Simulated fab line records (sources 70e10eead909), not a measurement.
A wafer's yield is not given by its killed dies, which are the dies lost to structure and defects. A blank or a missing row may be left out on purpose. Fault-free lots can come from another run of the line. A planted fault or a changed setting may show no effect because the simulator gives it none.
Which tool is to blame?	flow nandHarc	24 lots with 72 wafers sampled at 5 steps, on a route of 1302 steps

== WHAT THE GAUGES READ, wafer by wafer ==
NHARC_A_M0_CD_MEAS_16.
lot	measured	on	cdNm (nm)
L075	day 21 22:56	cdSem-03	80.7 79.1 79.3
L076	day 22 09:51	cdSem-03	80.2 80.6 80.2
L077	day 22 11:14	cdSem-03	79.7 80.4 79.1
L074	day 22 12:41	cdSem-02	80.4 80.6 79.8
L078	day 23 18:19	cdSem-03	80.1 80.1 79.7
L080	day 23 21:16	cdSem-03	79.7 79.1 79.9
L079	day 23 22:11	cdSem-02	80.4 80.3 80.2
L081	day 25 06:10	cdSem-03	80.2 80.1 79.8
L082	day 25 06:12	cdSem-01	80.1 78.9 79.4
L083	day 25 21:58	cdSem-01	80.2 80.0 80.3
L084	day 25 23:03	cdSem-02	80.4 80.6 80.2
L085	day 26 02:48	cdSem-03	80.5 80.2 80.1
L086	day 26 08:55	cdSem-01	79.7 80.0 80.0
L087	day 26 17:08	cdSem-02	79.2 80.0 80.4
L088	day 27 10:21	cdSem-03	78.9 78.7 79.9
L089	day 27 20:10	cdSem-02	78.9 78.6 78.7
L090	day 28 04:07	cdSem-03	80.3 81.2 80.7
L091	day 28 08:09	cdSem-03	79.7 79.9 79.3
L093	day 28 23:28	cdSem-01	80.3 80.5 80.5
L092	day 29 00:16	cdSem-02	80.5 80.8 80.6
L095	day 30 05:11	cdSem-01	81.1 80.4 80.6
L094	day 30 06:31	cdSem-01	79.8 80.6 79.9
L097	day 31 07:16	cdSem-02	80.5 80.3 79.8
L096	day 31 12:12	cdSem-02	80.8 80.0 80.7

== WHICH TOOL RAN EACH LOT (tool, then ch and the chambers of the sampled wafers, then the start) ==
lot	NHARC_A_CONTACT_ETCH_135	NHARC_A_CONTACT_ALD_18	NHARC_A_BLC_ALD_23	NHARC_A_BLC_CVD_24
L075	harCapEtch-01 ch 0,1, day 21 13:23	aldMetal-03 ch 0,2,3, day 21 16:11	aldMetal-04 ch 0,1,3, day 21 20:23	cvdW-02 ch 0,1, day 21 22:56 or earlier
L076	harCapEtch-01 ch 0,1, day 22 00:22	aldMetal-02 ch 0,1, day 22 03:25	aldMetal-04 ch 1,3, day 22 07:24	cvdW-02 ch 0,1, day 22 09:51 or earlier
L077	harCapEtch-03 ch 0,1, day 22 01:43	aldMetal-02 ch 2,3, day 22 04:52	aldMetal-03 ch 0,1,3, day 22 08:54	cvdW-01 ch 0,1, day 22 11:14 or earlier
L074	harCapEtch-02 ch 0,1, day 22 03:38	aldMetal-03 ch 0,1, day 22 06:21	aldMetal-04 ch 1,3, day 22 10:16	cvdW-02 ch 0,1, day 22 12:41 or earlier
L078	harCapEtch-03 ch 0,1, day 23 08:56	aldMetal-01 ch 0,3, day 23 11:50	aldMetal-04 ch 1,3, day 23 15:49	cvdW-01 ch 0,1, day 23 18:19 or earlier
L080	harCapEtch-01 ch 0,1, day 23 11:32	aldMetal-01 ch 0,1,3, day 23 14:41	aldMetal-01 ch 0,1,3, day 23 18:45	cvdW-02 ch 0,1, day 23 21:16 or earlier
L079	harCapEtch-02 ch 0,1, day 23 12:52	aldMetal-03 ch 1,2,3, day 23 15:40	aldMetal-04 ch 0,1,3, day 23 19:43	cvdW-01 ch 1, day 23 22:11 or earlier
L081	harCapEtch-01 ch 0,1, day 24 20:43	aldMetal-03 ch 0,2, day 24 23:34	aldMetal-01 ch 1,3, day 25 03:40	cvdW-02 ch 0,1, day 25 06:10 or earlier
L082	harCapEtch-02 ch 0,1, day 24 21:09	aldMetal-02 ch 0,1,2, day 24 23:54	aldMetal-03 ch 0,2,3, day 25 03:46	cvdW-01 ch 0,1, day 25 06:12 or earlier
L083	harCapEtch-02 ch 0,1, day 25 12:29	aldMetal-01 ch 0,1,3, day 25 15:19	aldMetal-01 ch 0,3, day 25 19:22	cvdW-01 ch 0,1, day 25 21:58 or earlier
L084	harCapEtch-03 ch 0,1, day 25 13:47	aldMetal-03 ch 1,2,3, day 25 16:37	aldMetal-04 ch 0,2,3, day 25 20:31	cvdW-02 ch 0,1, day 25 23:03 or earlier
L085	harCapEtch-02 ch 1, day 25 17:20	aldMetal-01 ch 0,1, day 25 20:14	aldMetal-03 ch 2,3, day 26 00:17	cvdW-02 ch 0, day 26 02:48 or earlier
L086	harCapEtch-01 ch 0,1, day 25 23:35	aldMetal-01 ch 0,1, day 26 02:26	aldMetal-03 ch 1,3, day 26 06:31	cvdW-01 ch 0,1, day 26 08:55 or earlier
L087	harCapEtch-03 ch 0,1, day 26 06:35	aldMetal-02 ch 1,2,3, day 26 09:27	aldMetal-01 ch 0,2,3, day 26 14:08	cvdW-01 ch 0, day 26 17:08 or earlier
L088	harCapEtch-03 ch 0,1, day 27 01:15	aldMetal-01 ch 0,1,2, day 27 03:57	aldMetal-03 ch 0,1,3, day 27 07:59	cvdW-01 ch 0,1, day 27 10:21 or earlier
L089	harCapEtch-03 ch 0,1, day 27 10:34	aldMetal-01 ch 1,3, day 27 13:38	aldMetal-04 ch 2,3, day 27 17:38	cvdW-01 ch 0,1, day 27 20:10 or earlier
L090	harCapEtch-02 ch 0,1, day 27 18:46	aldMetal-03 ch 1,2,3, day 27 21:37	aldMetal-03 ch 0,2,3, day 28 01:35	cvdW-02 ch 0,1, day 28 04:07 or earlier
L091	harCapEtch-02 ch 0,1, day 27 22:02	aldMetal-01 ch 0,3, day 28 00:47	aldMetal-04 ch 0,3, day 28 05:13	cvdW-02 ch 0,1, day 28 08:09 or earlier
L093	harCapEtch-02 ch 0,1, day 28 14:10	aldMetal-03 ch 0,1,3, day 28 16:57	aldMetal-03 ch 0,3, day 28 20:56	cvdW-01 ch 0,1, day 28 23:28 or earlier
L092	harCapEtch-03 ch 0,1, day 28 14:54	aldMetal-01 ch 0,1,3, day 28 17:43	aldMetal-01 ch 1,2,3, day 28 21:47	cvdW-02 ch 0,1, day 29 00:16 or earlier
L095	harCapEtch-02 ch 1, day 29 20:03	aldMetal-02 ch 0,1,2, day 29 22:52	aldMetal-04 ch 0,1, day 30 02:44	cvdW-01 ch 0,1, day 30 05:11 or earlier
L094	harCapEtch-03 ch 0,1, day 29 21:09	aldMetal-03 ch 0,1,2, day 29 23:56	aldMetal-01 ch 0,1, day 30 03:56	cvdW-02 ch 0,1, day 30 06:31 or earlier
L097	harCapEtch-01 ch 0,1, day 30 21:20	aldMetal-03 ch 0,2,3, day 31 00:51	aldMetal-01 ch 1,3, day 31 04:44	cvdW-02 ch 0,1, day 31 07:16 or earlier
L096	harCapEtch-02 ch 0,1, day 31 02:47	aldMetal-02 ch 0,2,3, day 31 05:35	aldMetal-04 ch 0,1,3, day 31 09:37	cvdW-02 ch 0,1, day 31 12:12 or earlier
- NHARC_A_CONTACT_ETCH_135: etches the open film in C4F8/O2/Ar, time 311 s, target depth 1912 nm.
- NHARC_A_CONTACT_ALD_18: deposits TiN, target thk 3 nm, pulse time 1 s, ald cycles 150.
- NHARC_A_BLC_ALD_23: deposits TiN, target thk 3 nm, pulse time 1 s, ald cycles 150.
- NHARC_A_BLC_CVD_24: deposits W, target thk 150 nm, time 434 s.

== AS READ BY THE TOOLS THEMSELVES (means over the sampled wafers that have a number; for cases with no such wafer, the mark the record gives instead) ==
NHARC_A_CONTACT_ALD_18.
lot	tool	heaterPowerW (W)	precursorPulseHeightRel
L075	aldMetal-03	1247	1.010
L076	aldMetal-02	992	1.001
L077	aldMetal-02	1098	0.990
L074	aldMetal-03	1166	0.995
L078	aldMetal-01	1129	0.984
L080	aldMetal-01	1045	1.007
L079	aldMetal-03	1211	1.001
L081	aldMetal-03	1188	0.994
L082	aldMetal-02	1053	0.990
L083	aldMetal-01	1074	0.994
L084	aldMetal-03	1145	0.982
L085	aldMetal-01	1006	1.025
L086	aldMetal-01	1098	1.002
L087	aldMetal-02	1097	0.990
L088	aldMetal-01	1063	1.004
L089	aldMetal-01	1006	0.977
L090	aldMetal-03	1136	1.017
L091	aldMetal-01	1109	0.993
L093	aldMetal-03	1140	0.989
L092	aldMetal-01	1066	0.995
L095	aldMetal-02	1090	0.997
L094	aldMetal-03	1150	0.982
L097	aldMetal-03	1196	1.011
L096	aldMetal-02	1083	1.009

NHARC_A_BLC_ALD_23.
lot	tool	heaterPowerW (W)	precursorPulseHeightRel
L075	aldMetal-04	1030	1.004
L076	aldMetal-04	1040	1.007
L077	aldMetal-03	1201	1.012
L074	aldMetal-04	1001	1.008
L078	aldMetal-04	1026	1.000
L080	aldMetal-01	1054	1.017
L079	aldMetal-04	1035	1.007
L081	aldMetal-01	1009	1.015
L082	aldMetal-03	1185	1.006
L083	aldMetal-01	1101	0.998
L084	aldMetal-04	1087	0.990
L085	aldMetal-03	1175	1.017
L086	aldMetal-03	1087	0.991
L087	aldMetal-01	1084	0.991
L088	aldMetal-03	1137	1.005
L089	aldMetal-04	1082	0.981
L090	aldMetal-03	1187	1.003
L091	aldMetal-04	1011	0.995
L093	aldMetal-03	1189	1.001
L092	aldMetal-01	1001	0.982
L095	aldMetal-04	1020	1.000
L094	aldMetal-01	1126	0.994
L097	aldMetal-01	1042	1.019
L096	aldMetal-04	1011	0.997

NHARC_A_BLC_CVD_24.
lot	tool	heaterPowerW (W)	throttleValvePct (%)
L075	cvdW-02	499	8.06
L076	cvdW-02	493	8.04
L077	cvdW-01	516	8.07
L074	cvdW-02	521	8.09
L078	cvdW-01	434	7.63
L080	cvdW-02	498	8.36
L079	cvdW-01	541	7.85
L081	cvdW-02	501	8.23
L082	cvdW-01	492	7.76
L083	cvdW-01	496	7.69
L084	cvdW-02	489	8.28
L085	cvdW-02	546	8.06
L086	cvdW-01	445	7.64
L087	cvdW-01	386	7.67
L088	cvdW-01	500	7.93
L089	cvdW-01	496	7.91
L090	cvdW-02	511	8.19
L091	cvdW-02	509	8.14
L093	cvdW-01	442	7.80
L092	cvdW-02	505	8.10
L095	cvdW-01	444	7.86
L094	cvdW-02	507	8.21
L097	cvdW-02	510	8.19
L096	cvdW-02	502	8.18

== THE ANSWER, worked out from the rows above alone ==
Rule: usual is defined by the lots themselves. The widest of any qualifying gaps counts: lots, ordered by their means at a reading, are off when they make up no more than a third of the lots, leave a main group of 4 or more, and stand apart from it by 3 or more times the standard deviation of that group's means. A main group whose means are all the same, to the digits that the tables above print for the reading, isn't used. A lot without any number at a reading at which 4 lots or more have one is off too. Any other lot the step has rows for is counted as sound. After the gauges, taken in route order, come the tools' own readings; for these a lot's mean is taken, as printed above. At the first step where some lot is off, the reading lying furthest off is the one used; lots without a number count as furthest.
Nothing can be told from this: no lot is off at any reading shown.

== WHAT THE SIMULATOR PUT IN ==
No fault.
